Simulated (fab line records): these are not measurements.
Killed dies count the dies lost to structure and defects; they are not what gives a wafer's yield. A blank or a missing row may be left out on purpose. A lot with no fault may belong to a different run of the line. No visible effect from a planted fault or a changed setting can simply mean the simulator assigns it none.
The tool behind it: which one? ; flow n5-finfet ; 24 lots, 72 wafers sampled, at 4 steps of a route of 1938

## WHAT EACH GAUGE READ, for each wafer
N5_BEOL_M9_CD_MEAS_35: target cd 70 nm, target cd y 40 nm.
lot;measured;on;cd-nm (nm)
L074;day 8 22:39;cd-sem-01;70.3 70.4 70.1
L077;day 10 01:32;cd-sem-03;69.7 69.6 69.1
L078;day 10 11:04;cd-sem-01;69.9 70.0 69.7
L075;day 10 13:37;cd-sem-03;70.6 70.2 70.7
L076;day 10 22:38;cd-sem-01;70.7 70.8 70.1
L080;day 11 02:23;cd-sem-02;70.7 70.7 70.7
L079;day 11 10:31;cd-sem-03;70.2 70.1 69.4
L081;day 12 07:59;cd-sem-02;69.3 69.3 69.9
L083;day 12 08:00;cd-sem-03;69.2 69.5 69.9
L082;day 12 11:32;cd-sem-03;69.7 69.4 70.2
L084;day 12 11:55;cd-sem-02;70.2 69.9 69.7
L085;day 12 16:19;cd-sem-02;69.6 69.6 69.7
L086;day 13 00:02;cd-sem-02;70.4 70.1 69.7
L087;day 13 12:45;cd-sem-01;69.9 70.4 70.8
L089;day 13 13:39;cd-sem-01;70.9 70.7 70.4
L088;day 13 13:41;cd-sem-02;70.2 69.7 70.1
L090;day 14 04:43;cd-sem-01;69.9 69.9 70.1
L091;day 14 13:41;cd-sem-03;70.8 70.0 70.2
L092;day 14 15:28;cd-sem-02;70.1 70.0 70.1
L093;day 14 16:18;cd-sem-02;69.7 70.7 70.2
L094;day 14 16:24;cd-sem-01;70.9 70.8 70.4
L095;day 15 07:38;cd-sem-01;69.9 69.3 69.1
L096;day 15 12:48;cd-sem-02;70.2 70.4 69.7
L097;day 15 16:02;cd-sem-03;69.6 69.6 69.4

N5_BEOL_M10_INSPECT_13: inspects for defects (brightfield).
lot;measured;on;raw-defect-count
L074;day 9 02:38;defect-inspect-01;419 409 488
L077;day 10 06:03;defect-inspect-02;300 372 355
L078;day 10 16:59;defect-inspect-02;261 332 307
L075;day 10 20:31;defect-inspect-02;420 366 488
L076;day 11 07:29;defect-inspect-01;336 288 303
L080;day 11 10:40;defect-inspect-02;268 320 329
L079;day 11 16:00;defect-inspect-01;364 397 579
L081;day 12 13:19;defect-inspect-01;511 326 364
L083;day 12 13:09;defect-inspect-01;489 338 477
L082;day 12 16:43;defect-inspect-01;472 413 419
L084;day 12 16:48;defect-inspect-01;427 400 403
L085;day 12 21:49;defect-inspect-01;434 331 358
L086;day 13 05:39;defect-inspect-01;334 397 210
L087;day 13 18:07;defect-inspect-02;318 287 379
L089;day 13 18:19;defect-inspect-01;582 689 447
L088;day 13 18:16;defect-inspect-02;389 329 321
L090;day 14 10:14;defect-inspect-01;592 384 554
L091;day 14 19:11;defect-inspect-02;412 293 440
L092;day 14 22:41;defect-inspect-02;328 431 351
L093;day 14 23:05;defect-inspect-02;328 422 294
L094;day 14 23:26;defect-inspect-02;514 394 603
L095;day 15 13:04;defect-inspect-01;361 301 418
L096;day 15 17:19;defect-inspect-02;425 391 381
L097;day 15 20:32;defect-inspect-01;442 368 331

## WHAT TOOL EACH LOT RAN ON (gives the tool, then ch and the chambers of the sampled wafers, and finally the start)
lot;N5_BEOL_M9_STRIP_36;N5_BEOL_M9_DEGAS_44
L074;rie-diel-06 ch 0,1,3, day 8 22:17;pvd-sputter-02, day 8 23:03
L077;rie-diel-05 ch 0,1,3, day 10 01:05;pvd-sputter-02, day 10 02:09
L078;rie-diel-02 ch 0,1,3, day 10 10:42;pvd-sputter-01, day 10 13:06
L075;rie-diel-02 ch 0,1, day 10 13:14;pvd-sputter-03, day 10 14:01
L076;rie-diel-02 ch 0,2, day 10 22:15;pvd-sputter-01, day 11 00:09
L080;rie-diel-05 ch 0,1, day 11 02:01;pvd-sputter-01, day 11 06:50
L079;rie-diel-06 ch 1,2, day 11 10:09;pvd-sputter-02, day 11 11:52
L081;rie-diel-05 ch 0,1,2, day 12 07:36;pvd-sputter-01, day 12 09:11
L083;rie-diel-06 ch 1,2, day 12 07:38;pvd-sputter-03, day 12 09:13
L082;rie-diel-06 ch 1,2, day 12 11:10;pvd-sputter-03, day 12 12:30
L084;rie-diel-05 ch 1,2, day 12 11:32;pvd-sputter-03, day 12 12:50
L085;rie-diel-06 ch 0,2,3, day 12 15:58;pvd-sputter-02, day 12 17:00
L086;rie-diel-02 ch 2,3, day 12 23:40;pvd-sputter-01, day 13 01:05
L087;rie-diel-02 ch 0,1,3, day 13 12:23;pvd-sputter-01, day 13 14:01
L089;rie-diel-06 ch 0,1, day 13 13:16;pvd-sputter-03, day 13 14:08
L088;rie-diel-02 ch 2,3, day 13 13:18;pvd-sputter-02, day 13 14:10
L090;rie-diel-05 ch 0,1,2, day 14 04:21;pvd-sputter-01, day 14 05:49
L091;rie-diel-05 ch 0,3, day 14 13:19;pvd-sputter-03, day 14 14:22
L092;rie-diel-02 ch 0,2, day 14 15:06;pvd-sputter-01, day 14 15:52
L093;rie-diel-05 ch 1,3, day 14 15:56;pvd-sputter-01, day 14 16:41
L094;rie-diel-02 ch 0,1,2, day 14 16:02;pvd-sputter-03, day 14 18:37
L095;rie-diel-06 ch 1,3, day 15 07:10;pvd-sputter-01, day 15 08:17
L096;rie-diel-06 ch 1,2,3, day 15 12:26;pvd-sputter-03, day 15 13:29
L097;rie-diel-05 ch 1,2,3, day 15 15:34;pvd-sputter-03, day 15 16:52
- N5_BEOL_M9_STRIP_36: strips in N2/H2.
- N5_BEOL_M9_DEGAS_44: time 60 s.

## AS READ BY THE TOOLS THEMSELVES (means over the sampled wafers that have a number; for cases with no such wafer, the mark the record gives instead)
N5_BEOL_M9_STRIP_36.
lot;tool;drypump-motor-current-A (A);n2-flow-sccm (sccm);oes-product-au (a.u.);rf-vpp-V (V);showerhead-plenum-p-Torr (Torr);throttle-valve-pct (%)
L074;rie-diel-06;5.9;199.4;0.80;58.4;2.49;23.6
L077;rie-diel-05;5.8;199.8;0.88;60.7;2.61;23.7
L078;rie-diel-02;5.8;200.2;0.85;60.4;2.64;23.7
L075;rie-diel-02;5.3;199.9;0.83;58.5;2.68;23.9
L076;rie-diel-02;5.1;200.1;0.82;59.1;2.54;23.6
L080;rie-diel-05;5.8;199.4;0.79;60.2;2.58;23.9
L079;rie-diel-06;6.2;200.7;0.75;60.3;2.49;23.6
L081;rie-diel-05;5.6;199.6;0.79;59.5;2.54;23.9
L083;rie-diel-06;6.2;200.0;0.74;57.8;2.48;23.6
L082;rie-diel-06;5.8;200.7;0.72;60.8;2.45;23.7
L084;rie-diel-05;5.6;199.8;0.71;59.5;2.56;24.2
L085;rie-diel-06;6.2;200.5;0.79;59.7;2.52;23.5
L086;rie-diel-02;6.0;200.3;0.84;59.1;2.54;23.3
L087;rie-diel-02;5.7;200.1;0.81;58.9;2.63;23.7
L089;rie-diel-06;5.6;200.2;0.74;58.8;2.47;23.7
L088;rie-diel-02;5.6;200.0;0.81;59.7;2.49;23.3
L090;rie-diel-05;5.6;200.0;0.76;59.2;2.54;24.0
L091;rie-diel-05;5.7;200.6;0.89;59.2;2.55;23.6
L092;rie-diel-02;5.1;200.1;0.83;60.2;2.61;23.7
L093;rie-diel-05;5.8;199.5;0.76;59.4;2.64;24.0
L094;rie-diel-02;5.2;200.8;0.77;57.5;2.59;23.8
L095;rie-diel-06;6.2;199.4;0.76;59.5;2.44;23.7
L096;rie-diel-06;6.2;199.8;0.73;58.7;2.46;23.7
L097;rie-diel-05;5.6;200.1;0.77;61.2;2.60;24.1

N5_BEOL_M9_DEGAS_44.
lot;tool;heater-power-w (W)
L074;pvd-sputter-02;338
L077;pvd-sputter-02;338
L078;pvd-sputter-01;302
L075;pvd-sputter-03;341
L076;pvd-sputter-01;330
L080;pvd-sputter-01;313
L079;pvd-sputter-02;336
L081;pvd-sputter-01;293
L083;pvd-sputter-03;321
L082;pvd-sputter-03;335
L084;pvd-sputter-03;335
L085;pvd-sputter-02;345
L086;pvd-sputter-01;324
L087;pvd-sputter-01;330
L089;pvd-sputter-03;325
L088;pvd-sputter-02;347
L090;pvd-sputter-01;311
L091;pvd-sputter-03;333
L092;pvd-sputter-01;284
L093;pvd-sputter-01;312
L094;pvd-sputter-03;336
L095;pvd-sputter-01;313
L096;pvd-sputter-03;327
L097;pvd-sputter-03;313

## THE ANSWER, worked out from the rows above alone
Rule: usual is defined by the lots themselves. Put in order of their means at a reading, lots are off if they are a third of the lots or fewer, leave a main group of 4 or more, and stand apart from it by a gap of 3 or more times the standard deviation of the main group's means; of several such gaps the widest counts. If all means in a main group match to the digits the tables above print for the reading, that group is not used. Also off: a lot with no number at a reading for which 4 or more lots have one. Any other lot the step has rows for is counted as sound. The gauges are gone through in route order, then the tools' own readings, and for those a lot's mean is taken as printed above. The first step at which some lot is off is used, and at that step the reading that is off furthest; a lot without a number counts as furthest.
None of the lots is off at any reading shown; this tells nothing.

## WHAT HAD BEEN PUT IN BY THE SIMULATOR
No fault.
